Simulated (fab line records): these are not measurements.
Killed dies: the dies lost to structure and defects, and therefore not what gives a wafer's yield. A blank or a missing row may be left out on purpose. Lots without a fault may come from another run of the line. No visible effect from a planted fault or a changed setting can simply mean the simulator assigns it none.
Chamber matching -- flow nandHarc -- 4 sister chambers for NHARC_P_CONTACT_DESCUM_17 on rieDiel-11
The step chemistry O2, time 3 s. 18 wafers are shown with their chamber, then 9 later ones without.

EACH WAFER AND ITS CHAMBER
wafer,chamber,drypumpMotorCurrentA (A),showerheadPlenumPTorr (Torr),rfVppV (V)
L074.4,1,5.9,1.99,59.8
L074.5,2,5.9,2.06,58.2
L074.6,1,6.0,1.99,60.1
L075.3,0,6.8,2.00,59.5
L075.4,1,5.9,1.99,58.1
L075.6,0,6.8,2.00,58.1
L077.3,1,5.9,1.99,58.9
L077.5,3,5.8,1.93,58.0
L077.6,2,5.9,2.06,58.7
L080.1,2,5.9,2.06,59.3
L080.2,1,5.9,1.99,58.5
L080.3,3,5.8,1.93,57.7
L086.1,3,5.8,1.93,59.8
L086.2,0,6.8,1.99,60.3
L086.4,2,5.9,2.06,58.2
L090.3,3,5.8,1.92,55.8
L090.4,1,5.9,1.99,57.2
L090.6,3,5.8,1.92,57.5

SIGNATURES, as means of the wafers listed above
reading,chamber 0,chamber 1,chamber 2,chamber 3,scatter within a chamber
drypumpMotorCurrentA,6.800,5.917,5.900,5.800,0.0244
showerheadPlenumPTorr,1.9967,1.9900,2.0600,1.9260,0.00365
rfVppV,59.300,58.767,58.600,57.760,1.11
Rule: distance of a wafer from a chamber = root of the sum over the readings of ((wafer's reading minus chamber's mean) / reading's scatter) squared. The wafer belongs to the nearest chamber; if the next one is less than 2 further off, it can't be placed. The scatter is the square root of a quotient: the sum, over the shown wafers, of each reading's squared deviation from its chamber's mean, divided by wafers minus chambers.

WAFERS WHOSE CHAMBER IS MISSING
wafer,drypumpMotorCurrentA (A),showerheadPlenumPTorr (Torr),rfVppV (V)
L092.1,5.9,1.99,58.7
L092.3,5.9,2.06,60.5
L092.5,5.9,1.99,59.1
L094.1,5.9,2.06,57.0
L094.2,6.8,1.99,59.2
L094.3,5.9,1.99,57.9
L096.2,5.9,2.06,59.3
L096.5,5.9,2.06,58.6
L096.6,5.8,1.92,57.8

THE CHAMBER EACH PASSED THROUGH
wafer,from the rows above,in truth
L092.1,1,1
L092.3,2,2
L092.5,1,1
L094.1,2,2
L094.2,0,0
L094.3,1,1
L096.2,2,2
L096.5,2,2
L096.6,3,3
9 of 9 placed correctly. Can't be placed from these rows: 0. 0 placed wrongly.
